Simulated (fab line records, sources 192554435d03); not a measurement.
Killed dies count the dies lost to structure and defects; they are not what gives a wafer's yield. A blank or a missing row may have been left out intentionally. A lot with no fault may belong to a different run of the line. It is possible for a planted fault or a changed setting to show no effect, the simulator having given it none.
fab line records | flow n5_finfet
record lots=4 | wafers=12 | last_day=17
route steps=1938 shown SD_EPI_N@262 SD_EPI_P@295 SD_ACTIVATION@334 BEOL_M4@1111 PASSIVATION@1936
lots with no fault: from the same line, run without faults
start_h: start of the lot's first displayed wafer, in hours after the record's first day | wait_h: hours elapsed since this lot's preceding step | " same as the row above | L1.1+2: a row that stands for several wafers | - no value present, or no start provided | * or withheld: withheld | < > ~ a bound
route shown NAME@n: names a module that has steps shown in the file, with the first one's number in the route | usual: mean and standard deviation over wafers with no fault | same: alike in all rows | chamber/n: place in a boat | sites: the reading at each site | _std_site: standard deviation across them | _edge_site: inner sites' mean taken away from outer sites' mean | radius_mm: for every site, how far away it sits from the centre of the wafer | mask NAME#n: copy n | behind: tool/chamber where the wafer was last shaped | hold: the reason the lot was held/the length of the hold in hours/how it ended | device: transistor that didn't switch, given as n, p or np | end of line: the same wafers' tests at the end of the route | step lacking rows: just its recipe | killed: dies that structure and defects cost at the first sort, which is not the same as the wafer's yield | map: a wafer's dies, x killed, . not, _ none there
set.NAME: the setting the step ran with; set.NAME@STEP: the setting that earlier step ran with | model.NAME: the simulator's own value behind a step, which no gauge read
lots at selected steps of the route; one table per step, one row per wafer
services: the hour from which a tool's chamber was out of use, counted from the record's first day as start_h (under 0 if before that day), plus the number of hours and why
## steps
# step N5_SD_EPI_N_COAT_32
# recipe resist=SOC | temp_c=250 | time_s=60 | spin_rpm=1500 | resist_thk_nm=350
# step N5_SD_EPI_N_COAT_33
# recipe resist=SiARC | temp_c=220 | time_s=60 | spin_rpm=1500 | resist_thk_nm=35
# step N5_SD_EPI_N_COAT_03
# recipe resist=CAR-ArF-block | spin_rpm=1500 | resist_thk_nm=150
# step N5_SD_EPI_N_EBR_05
# recipe solvent=PGMEA | ebr_width_mm=1.5
# step N5_SD_EPI_N_SOFTBAKE_04
# recipe temp_c=110 | time_s=60 | resist=CAR-ArF-block
# step N5_SD_EPI_N_EXPOSE_06
# recipe mask_id=SD_N_BLK | na=1.35 | source_shape=conventional | sigma_outer=0.8 | polarization=unpolarized | target_cd_nm=120 | dose_mj=39.75
# step N5_SD_EPI_N_PEB_07
# recipe peb_temp_c=110 | peb_time_s=60 | resist=CAR-ArF-block
# step N5_SD_EPI_N_DEVELOP_08
# recipe develop_time_s=30 | developer=TMAH | resist=CAR-ArF-block | dev_temp_c=23 | rinse_liquid=diw | dry=air_spin
# step N5_SD_EPI_N_DESCUM_14
# recipe chemistry=O2 | time_s=7.9 | source_power_w=50 | bias_power_w=20 | pressure_mtorr=20 | rf_frequency_hz=2.712e+07 | temp_c=40 | resist=CAR-ArF-block | o2_flow_sccm=225
# step N5_SD_EPI_N_ETCH_34
# recipe chemistry=CF4 | target=SiARC | target_depth_a=455 | mask_material=CAR-ArF-block | time_s=75.8 | ion_energy_ev=80 | pressure_mtorr=40 | source_w=545 | bias_w=36 | Ar_flow_sccm=100 | cf4_flow_sccm=100 | ends=cleared
# usual drypump_motor_current_A=5.6/0.41 | etch_rf_on_time_s=76.2/2.6 | oes_product_au=0.67/0.089 | rf_vpp_V=184.1/0.96 | showerhead_plenum_p_Torr=2.15/0.047 | throttle_valve_pct=15.68/0.21
lot.wafer | tool        | chamber | start_h | wait_h | drypump_motor_current_A | etch_rf_on_time_s | oes_product_au | rf_hours_counter_h | rf_vpp_V | showerhead_plenum_p_Torr | throttle_valve_pct
L840.1    | rie_diel-04 | 0       | 67.41   | 0.0    | 4.8                     | 72.4              | 0.79           | 32                 | 185.8    | 2.18                     | 15.38
L840.2    | "           | 3       | "       | "      | 6.3                     | 76.0              | 0.63           | 195                | 184.2    | 2.20                     | 15.60
L840.3    | "           | 2       | "       | "      | 5.5                     | 75.1              | 0.59           | 247                | 184.0    | 2.08                     | 15.94
L842.1    | rie_diel-03 | 1       | 79.79   | 0.0    | 6.3                     | 79.8              | 0.73           | 41                 | 184.4    | 2.17                     | 15.47
L842.4    | "           | 2       | "       | "      | 5.4                     | 75.2              | 0.62           | 193                | 185.5    | 2.20                     | 15.85
L842.5    | "           | 1       | "       | "      | 6.3                     | 79.3              | 0.73           | -                  | 185.0    | 2.17                     | 15.46
L857.1    | rie_diel-03 | 2       | 169.24  | 0.0    | 5.4                     | 76.6              | 0.60           | 229                | 185.4    | 2.19                     | 15.93
L857.4    | "           | 0       | "       | "      | 5.8                     | 81.5              | 0.55           | 246                | 184.1    | 2.13                     | 15.91
L857.6    | "           | 0       | "       | "      | 5.8                     | 80.7              | 0.55           | -                  | 182.9    | 2.13                     | 15.92
L858.1    | rie_diel-03 | 3       | 174.01  | 0.0    | 5.5                     | 71.0              | 0.81           | 20                 | 185.2    | 2.19                     | 15.46
L858.2    | "           | 0       | "       | "      | 5.8                     | 78.7              | 0.56           | 248                | 183.7    | 2.13                     | 15.92
L858.3    | "           | 1       | "       | "      | 6.3                     | 78.5              | 0.69           | 75                 | 183.7    | 2.15                     | 15.52
# step N5_SD_EPI_N_ETCH_35
# recipe chemistry=N2/H2 | target=SOC | overetch_a=1080 | mask_material=SiARC | temp_c=40 | ion_energy_ev=100 | source_w=3000 | bias_w=133 | pressure_mtorr=20 | time_s=486 | n2_flow_sccm=200 | h2_flow_sccm=200
# step N5_SD_EPI_N_STRIP_36
# recipe chemistry=N2/H2 | temp_c=40 | n2_flow_sccm=200 | h2_flow_sccm=200 | rf_frequency_hz=6e+07
# step N5_SD_EPI_N_ETCHBACK_44
# recipe chemistry=CH3F/O2 | mode=anisotropic_etchback | target=SiNx | target_depth_a=145 | stop_on=SiO2 | over_etch_frac=0.3 | ion_energy_ev=120 | pressure_mtorr=30 | source_w=395 | bias_w=73 | Ar_flow_sccm=150 | CH3F_flow_sccm=30 | O2_flow_sccm=20
# step N5_SD_EPI_N_ETCH_45
# recipe chemistry=CH3F/O2 | target=SiOCN | target_depth_a=60 | mask_material=SOC | ion_energy_ev=60 | bias_w=29 | pressure_mtorr=15 | source_w=410 | Ar_flow_sccm=150 | CH3F_flow_sccm=30 | O2_flow_sccm=20
# step N5_SD_EPI_N_ETCH_16
# recipe chemistry=CHF3/O2 | target=SiO2 | target_depth_a=50 | mask_material=SOC | pressure_mtorr=30 | source_w=650 | bias_w=170 | Ar_flow_sccm=200 | CHF3_flow_sccm=50 | O2_flow_sccm=5 | ion_energy_ev=200
# step N5_SD_EPI_N_STRIP_47
# recipe chemistry=CHF3/O2 | resist=SiARC | rf_frequency_hz=6e+07
# step N5_SD_EPI_N_SD_RECESS_17
# recipe chemistry=HBr/Cl2/O2 | target_depth_a=410 | mask_material=SOC | time_s=23.7 | bt_time_s=3 | pressure_mtorr=10 | icp_w=800 | bias_w=112 | HBr_flow_sccm=150 | Cl2_flow_sccm=80 | O2_flow_sccm=12
# step N5_SD_EPI_N_STRIP_38
# recipe chemistry=N2/H2 | power_w=1000 | temp_c=250 | h2_frac=0.65 | overash_fraction=0.3 | pressure_mtorr=withheld | n2_flow_sccm=1750 | h2_flow_sccm=3250
# step N5_SD_EPI_N_WET_ETCH_43
# recipe chemistry=dHF | dilution=withheld | time_s=14 | target=SiO2 | target_depth_a=15 | temp_c=25
# step N5_SD_EPI_N_STRIP_18
# recipe chemistry=SPM | time_s=750 | temp_c=130 | h2so4_h2o2_vol_ratio=4
# step N5_SD_EPI_N_SRD_20
# recipe dry=ipa_marangoni | do_ppb=5 | time_s=30 | temp_c=23 | rinse_liquid=diw
# step N5_SD_EPI_N_PRECLEAN_48
# recipe chemistry=NF3:NH3 | afs_cycles=2 | temp_c=30 | time_s=20 | sublimation_temp_c=180 | sublimation_time_s=60 | pressure_torr=3 | rf_power_w=30
# step N5_SD_EPI_N_VAPOR_ETCH_50
# recipe chemistry=HCl | target=Si | temp_c=775 | time_s=54 | pressure_torr=20 | mode=isotropic
# step N5_SD_EPI_N_EPI_21
# recipe material=Si:P | dopant=P | temp_c=680 | pressure_torr=255 | time_s=690
# step N5_SD_EPI_N_PRECLEAN_24
# recipe chemistry=O3/DIW | time_s=60 | temp_c=22 | o3_ppm=10
# step N5_SD_EPI_N_SRD_25
# recipe time_s=30 | temp_c=23 | rinse_liquid=diw | dry=ipa_marangoni
# step N5_SD_EPI_N_PRECLEAN_49
# recipe chemistry=NF3:NH3 | afs_cycles=1 | temp_c=30 | time_s=20 | sublimation_temp_c=180 | sublimation_time_s=60 | pressure_torr=3 | rf_power_w=30
# step N5_SD_EPI_N_LINER_46
# recipe material=SiNx | target_thk_a=30 | temp_c=400 | ald_precursor_family=SiH2I2 | ald_co_reactant=N2/H2-plasma | pressure_torr=2
# step N5_SD_EPI_N_INSPECT_26
# recipe inspect_instrument=darkfield | mode=post_epi
# usual raw_defect_count=214/39
lot.wafer | tool              | chamber | start_h | wait_h | raw_defect_count
L840.1    | defect_inspect-01 | -       | 74.38   | 0.1    | 171
L840.2    | "                 | -       | "       | "      | 223
L840.3    | "                 | -       | "       | "      | 310
L842.1    | defect_inspect-01 | -       | 83.81   | 0.1    | 142
L842.4    | "                 | -       | "       | "      | 150
L842.5    | "                 | -       | "       | "      | 158
L857.1    | defect_inspect-01 | -       | 173.93  | 0.1    | 748
L857.4    | "                 | -       | "       | "      | 784
L857.6    | "                 | -       | "       | "      | 781
L858.1    | defect_inspect-02 | -       | 177.91  | 0.1    | 800
L858.2    | "                 | -       | "       | "      | 838
L858.3    | "                 | -       | "       | "      | 894
# step N5_SD_EPI_P_COAT_34
# recipe resist=SOC | temp_c=250 | time_s=60 | spin_rpm=1500 | resist_thk_nm=350
# step N5_SD_EPI_P_COAT_35
# recipe resist=SiARC | temp_c=220 | time_s=60 | spin_rpm=1500 | resist_thk_nm=35
# step N5_SD_EPI_P_COAT_03
# recipe resist=CAR-ArF-block | spin_rpm=1500 | resist_thk_nm=150
# step N5_SD_EPI_P_EBR_05
# recipe solvent=PGMEA | ebr_width_mm=1.5
# step N5_SD_EPI_P_SOFTBAKE_04
# recipe temp_c=110 | time_s=60 | resist=CAR-ArF-block
# step N5_SD_EPI_P_EXPOSE_06
# recipe mask_id=SD_P_BLK | na=1.35 | source_shape=conventional | sigma_outer=0.8 | polarization=unpolarized | target_cd_nm=240 | dose_mj=39.5
# step N5_SD_EPI_P_PEB_07
# recipe peb_temp_c=110 | peb_time_s=60 | resist=CAR-ArF-block
# step N5_SD_EPI_P_DEVELOP_08
# recipe develop_time_s=30 | developer=TMAH | resist=CAR-ArF-block | dev_temp_c=23 | rinse_liquid=diw | dry=air_spin
# step N5_SD_EPI_P_INSPECT_11
# recipe mode=adi | inspect_instrument=macro
# usual raw_defect_count=2.2/1.5
lot.wafer | tool              | chamber | start_h | wait_h | raw_defect_count
L840.1    | defect_inspect-01 | -       | 74.71   | 0.0    | 0
L840.2    | "                 | -       | "       | "      | 4
L840.3    | "                 | -       | "       | "      | 3
L842.1    | defect_inspect-02 | -       | 84.26   | 0.0    | 2
L842.4    | "                 | -       | "       | "      | 2
L842.5    | "                 | -       | "       | "      | 2
L857.1    | defect_inspect-02 | -       | 174.38  | 0.0    | >300
L857.4    | "                 | -       | "       | "      | >300
L857.6    | "                 | -       | "       | "      | >300
L858.1    | defect_inspect-02 | -       | 178.24  | 0.0    | >300
L858.2    | "                 | -       | "       | "      | >300
L858.3    | "                 | -       | "       | "      | >300
# step N5_SD_EPI_P_INSPECT_26
# recipe inspect_instrument=darkfield | mode=post_epi
# usual raw_defect_count=184/36
lot.wafer | tool              | chamber | start_h | wait_h | raw_defect_count
L840.1    | defect_inspect-02 | -       | 82.30   | 0.0    | 131
L840.2    | "                 | -       | "       | "      | 215
L840.3    | "                 | -       | "       | "      | 206
L842.1    | defect_inspect-01 | -       | 88.02   | 0.0    | 136
L842.4    | "                 | -       | "       | "      | 148
L842.5    | "                 | -       | "       | "      | 153
L857.1    | defect_inspect-02 | -       | 178.98  | 0.0    | 731
L857.4    | "                 | -       | "       | "      | 743
L857.6    | "                 | -       | "       | "      | 714
L858.1    | defect_inspect-02 | -       | 183.32  | 0.0    | 765
L858.2    | "                 | -       | "       | "      | 794
L858.3    | "                 | -       | "       | "      | 812
# step N5_SD_ACTIVATION_INSPECT_02
# recipe inspect_instrument=darkfield | mode=post_anneal
# usual raw_defect_count=182/37
lot.wafer | tool              | chamber | start_h | wait_h | raw_defect_count
L840.1    | defect_inspect-02 | -       | 83.13   | 0.2    | 128
L840.2    | "                 | -       | "       | "      | 204
L840.3    | "                 | -       | "       | "      | 223
L842.1    | defect_inspect-01 | -       | 88.77   | 0.2    | 140
L842.4    | "                 | -       | "       | "      | 139
L842.5    | "                 | -       | "       | "      | 150
L857.1    | defect_inspect-01 | -       | 179.73  | 0.2    | 721
L857.4    | "                 | -       | "       | "      | 740
L857.6    | "                 | -       | "       | "      | 706
L858.1    | defect_inspect-01 | -       | 184.07  | 0.2    | 764
L858.2    | "                 | -       | "       | "      | 765
L858.3    | "                 | -       | "       | "      | 814
# step N5_BEOL_M4_RC_MEAS_101
# usual DIBL_N=36.0/2 | DIBL_P=35.9/2.5 | IOFF_N=0.16/0.038 | IOFF_P=0.21/0.04 | ION_N=675/14 | ION_P=462/9.4 | SS_N=71.5/0.75 | SS_P=73.2/0.74 | VT_N=250/3.9 | VT_P=-251/3.2
lot.wafer | tool      | chamber | start_h | wait_h | DIBL_N[mV/V] | DIBL_P[mV/V] | IOFF_N[nA/um] | IOFF_P[nA/um] | ION_N[uA/um] | ION_P[uA/um] | SS_N[mV/dec] | SS_P[mV/dec] | VT_N[mV] | VT_P[mV]
L840.1    | prober-01 | 0       | 182.19  | 0.0    | 34.6         | 34.3         | 0.14          | 0.18          | 665          | 464          | 72.2         | 72.6         | 253      | -252
L840.2    | "         | 0       | "       | "      | 36.5         | 36.9         | 0.17          | 0.21          | 683          | 469          | 71.4         | 73.5         | 251      | -252
L840.3    | "         | 0       | "       | "      | 35.2         | 36.4         | 0.15          | 0.20          | 673          | 465          | 72.1         | 72.7         | 252      | -251
L842.1    | prober-02 | 0       | 192.57  | 0.0    | 34.2         | 34.8         | 0.14          | 0.20          | 679          | 469          | 70.7         | 72.8         | 251      | -247
L842.4    | "         | 0       | "       | "      | 37.9         | 40.0         | 0.20          | 0.28          | 694          | 474          | 72.3         | 73.2         | 246      | -246
L842.5    | "         | 0       | "       | "      | 33.7         | 34.0         | 0.12          | 0.18          | 664          | 463          | 70.7         | 72.5         | 254      | -252
L857.1    | prober-01 | 0       | 276.56  | 0.0    | 35.5         | 36.7         | 0.14          | 0.21          | 681          | 474          | 70.7         | 73.0         | 253      | -249
L857.4    | "         | 0       | "       | "      | 36.1         | 37.4         | 0.15          | 0.21          | 677          | 469          | 71.4         | 73.4         | 250      | -250
L857.6    | "         | 0       | "       | "      | 34.8         | 36.1         | 0.13          | 0.19          | 671          | 464          | 71.2         | 73.0         | 255      | -250
L858.1    | prober-01 | 0       | 295.73  | 0.0    | 38.2         | 37.8         | 0.19          | 0.24          | 693          | 472          | 72.2         | 73.3         | 247      | -250
L858.2    | "         | 0       | "       | "      | 35.3         | 35.8         | 0.12          | 0.22          | 653          | 462          | 70.7         | 73.6         | 254      | -250
L858.3    | "         | 0       | "       | "      | 38.5         | 37.4         | 0.18          | 0.24          | 668          | 457          | 72.6         | 73.9         | 251      | -250
# step N5_PASSIVATION_PROBE_49
# usual defect_limited_yield=91.3/1.5 | killed_at_M0_to_M3=33/12 | killed_at_M4_up=15/5.2 | killed_at_contacts=12/5.1 | killed_at_front_end=39/11 | killed_at_other=5/3.6 | killed_dies=103/18 | killed_on_rim=14/4.3 | killed_open=67/13 | killed_short=33/7.8 | sort_bin_5_function=5.1/0.96 | sort_bin_6_memory=3.2/0.71 | sort_n_pass=1077/18 | sort_yield_pct=91.3/1.5
# same gross_dies=1180 | killed_at_back_side=0 | sort_bin_4_leakage[%]=0 | sort_bin_8_speed[%]=0
lot.wafer | tool      | chamber | start_h | wait_h | defect_limited_yield[%] | killed_at_M0_to_M3 | killed_at_M4_up | killed_at_contacts | killed_at_front_end | killed_at_other | killed_dies | killed_on_rim | killed_open | killed_short | sort_bin_5_function[%] | sort_bin_6_memory[%] | sort_n_pass | sort_yield_pct[%]
L842.4    | prober-01 | -       | 286.61  | 0.2    | 91.6                    | 33                 | 10              | 1                  | 44                  | 11              | 99          | 15            | 55          | 44           | 4.9                    | 2.9                  | 1081        | 91.6
L857.1    | prober-02 | -       | 379.33  | 0.0    | 87.9                    | 18                 | 25              | 14                 | 85                  | 1               | 143         | 24            | 58          | 21           | 7.3                    | 3.3                  | 1037        | 87.9
L857.4    | prober-02 | -       | 379.48  | 0.2    | 81.6                    | 28                 | 12              | 14                 | 161                 | 2               | 217         | 34            | 65          | 34           | 11.1                   | 5.3                  | 963         | 81.6
L857.6    | prober-02 | -       | 379.58  | 0.3    | 84.2                    | 34                 | 9               | 13                 | 131                 | 0               | 187         | 24            | 57          | 21           | 11.3                   | 2.6                  | 993         | 84.2
L858.1    | prober-02 | -       | 397.45  | 0.0    | 80.6                    | 34                 | 18              | 8                  | 164                 | 5               | 229         | 15            | 66          | 31           | 12.9                   | 4.1                  | 951         | 80.6
L858.2    | prober-02 | -       | 397.50  | 0.1    | 82.6                    | 37                 | 8               | 6                  | 152                 | 2               | 205         | 31            | 54          | 33           | 10.1                   | 4.5                  | 975         | 82.6
L858.3    | prober-02 | -       | 397.55  | 0.1    | 86.7                    | 18                 | 15              | 4                  | 120                 | 0               | 157         | 28            | 41          | 21           | 8.1                    | 3.1                  | 1023        | 86.7
# killed by level:class
L842.4 BEOL_M1:geometric_particle:open=13 GATE_CUT:geometric_particle:short=9 DUMMY_GATE:geometric_particle:open=6 GATE_CUT:geometric_particle:open=6 FIN_SAQP:geometric_particle:short=5 STI_FIN_REVEAL:geometric_particle:open=5 ILD0:geometric_particle:short=5 BEOL_M1:geometric_particle:short=5
L857.1 SD_EPI_N:unspecified=63 MOL_CONTACT_COAG:geometric_particle:open=11 BEOL_M4:geometric_particle:open=10 STI_FIN_REVEAL:geometric_particle:open=6 BEOL_M1:geometric_particle:open=6 GATE_CUT:geometric_particle:short=5 BEOL_M2:geometric_particle:open=4 ILD0:geometric_particle:open=3
L857.4 SD_EPI_N:unspecified=118 BEOL_M1:geometric_particle:open=14 MOL_CONTACT_COAG:geometric_particle:open=12 GATE_CUT:geometric_particle:short=8 BEOL_M4:geometric_particle:open=7 STI_FIN_REVEAL:geometric_particle:open=6 STARTING-WAFER:geometric_particle:short=6 FIN_SAQP:geometric_particle:short=5
L857.6 SD_EPI_N:unspecified=108 MOL_CONTACT_COAG:geometric_particle:open=12 BEOL_M2:geometric_particle:open=10 BEOL_M1:geometric_particle:open=9 BEOL_M0_SAQP:geometric_particle:open=7 BEOL_M4:geometric_particle:open=5 STARTING-WAFER:geometric_particle:short=5 DUMMY_GATE:geometric_particle:open=4
L858.1 SD_EPI_N:unspecified=128 BEOL_M2:geometric_particle:open=11 FIN_SAQP:geometric_particle:open=9 MOL_CONTACT_COAG:geometric_particle:open=8 BEOL_M0_SAQP:geometric_particle:short=8 FIN_SAQP:geometric_particle:short=7 BEOL_M0_SAQP:geometric_particle:open=6 STI_FIN_REVEAL:geometric_particle:open=4
L858.2 SD_EPI_N:unspecified=109 BEOL_M0_SAQP:geometric_particle:open=12 FIN_SAQP:geometric_particle:short=10 BEOL_M0_SAQP:geometric_particle:short=8 GATE_CUT:geometric_particle:short=7 MOL_CONTACT_COAG:geometric_particle:open=6 BEOL_M2:geometric_particle:open=6 HKMG_FIN:area_etch=6
L858.3 SD_EPI_N:unspecified=93 DUMMY_GATE:geometric_particle:open=9 BEOL_M4:geometric_particle:open=7 STI_FIN_REVEAL:geometric_particle:open=6 BEOL_M0_SAQP:geometric_particle:short=4 BEOL_M2:geometric_particle:open=4 FIN_SAQP:geometric_particle:short=3 BEOL_M3:geometric_particle:open=3
# map L857.4 (x killed, . not)
_________________......x.....________________
______________...........x......_____________
___________.......x..........xx.x..__________
__________.........................._________
________x...x.....x..................._______
_______.x..x........x...........xx.....______
______....................x............._____
_____x.x..........................x......____
____....x........x.......xx....x....x.....___
___..........x...x.x.........x...x.........__
___.......x......x.....x..x...x...x........__
__....x.................................xx.._
__...x.....................x.....x.........._
_x..............x.......................x....
_.......x...x............x...................
_xxx...................x.....................
_...................x..x.x..................x
_xx.................x.........x.....xx.......
_.....x.............................x........
_..x........x..............x.......x.........
_x........x.............xx..x...x............
__.......x...x..............x..............x_
__..........xx.x.x.x...............x........_
___..x.x..x.xx.xx.x....x.x.................__
___xx..xx.xxxxxxxxx.....x...x......x....x..__
____x....xxxxxxxxxxx...x...........x.....x___
_____.xxxxxxxxxxxx.xxx..........x.......x____
______x.xxxxxxxxxxxxx......x......x....._____
_______x.xxxxxxxxxxxxx.................______
________xxxxxxxxxxxxx.x.............x._______
__________xxxxxxxxxxxx....x........._________
___________xxxxxx.x.x...x..........__________
______________xxx..x..x...x....._____________
_________________x..x........________________
# map L858.1 (x killed, . not)
_________________..x.........________________
______________..x..............._____________
___________.............x..........__________
__________....x..x.....x....x......x_________
________....xx...x.x.......x...x..x..._______
_______.x.xxxxxx.xx.........x..........______
______.xxxxxxxxxxx..............x......._____
_____x.xxxxxxxxxxx.x............x...x....____
____..xxxxxxxxxxxxxx.x.x..............x...___
___..xx.xxxxxxxxxxx.......................x__
___...xxxxxxxxxxxxxxx......................__
__....xxxxxxxxxxxxx........x................_
__....xxxxxxxxxxxxxxx..x....x..............._
_...x..xxxxxxxxxxx.x........x........x.......
_........xxxxxxxx.x..........x.....x..x.....x
_..x.....xx..xxx.........................x..x
_............x.x..........x............x.....
_.......x......x....x................x......x
_......x.....................................
_............................................
_.............x...x....x...............x.....
__.x.......x.xx.x........x..xx.......x....x._
__.......x......................x...x......._
___.....xx..............x..................__
___.........................x..............__
____.x....xx........................x.x...___
_____.......x.................x...x......____
______........xx.......xx.....xx.x..x..x_____
_______...........x..x........x........______
________..........x..................x_______
__________..........x......x.xx....._________
___________x......xx........x......__________
______________...........x.x...._____________
_________________....x.......________________
## services
tool        | chamber | start_h | hours | kind
rie_diel-04 | 1       | 46.17   | -     | clean
rie_diel-04 | 1       | 46.17   | -     | consumable_replace:focus_ring
rie_diel-04 | 1       | 46.17   | 16.0  | scheduled_down
rie_diel-04 | 1       | 46.17   | 16.0  | vent_cycle
rie_diel-04 | 2       | 78.35   | -     | clean
rie_diel-04 | 2       | 78.35   | -     | consumable_replace:focus_ring
rie_diel-04 | 2       | 78.35   | 20.8  | scheduled_down
rie_diel-04 | 2       | 78.35   | 20.8  | vent_cycle
rie_diel-03 | 3       | 104.51  | -     | clean
rie_diel-03 | 3       | 104.51  | -     | consumable_replace:focus_ring
rie_diel-03 | 3       | 104.51  | 17.2  | scheduled_down
rie_diel-03 | 3       | 104.51  | 17.2  | vent_cycle
rie_diel-04 | 3       | 149.33  | 7.2   | repair
rie_diel-04 | 2       | 169.75  | 12.7  | repair
## key
first_sign step=N5_SD_EPI_N_INSPECT_26 | reading=raw_defect_count | direction=up | sigmas=15 | usual=214 | struck=808
effect step=N5_SD_EPI_P_INSPECT_11 | reading=raw_defect_count | direction=up | sigmas=99+ | usual=2.2 | struck=>300
effect step=N5_SD_EPI_P_INSPECT_26 | reading=raw_defect_count | direction=up | sigmas=16 | usual=184 | struck=760
effect step=N5_SD_ACTIVATION_INSPECT_02 | reading=raw_defect_count | direction=up | sigmas=16 | usual=182 | struck=752
effect step=N5_PASSIVATION_PROBE_49 | reading=killed_at_front_end | direction=up | sigmas=8.5 | usual=39 | struck=136
more_kills_born_at N5_SD_EPI_N_ETCH_34@rie_diel-03=619
met_at N5_SD_EPI_N_ETCH_34
struck_wafers L857.1,L857.4,L857.6,L858.1,L858.2,L858.3
onset_between 79.79 169.24
also_fits time
fault kind=chamber_particle_source | tool=rie_diel-03 | chamber=- | onset_h=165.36 | steps=N5_SD_EPI_N_ETCH_34 | rate_per_visit_cm2=0.90098 | end_h=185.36
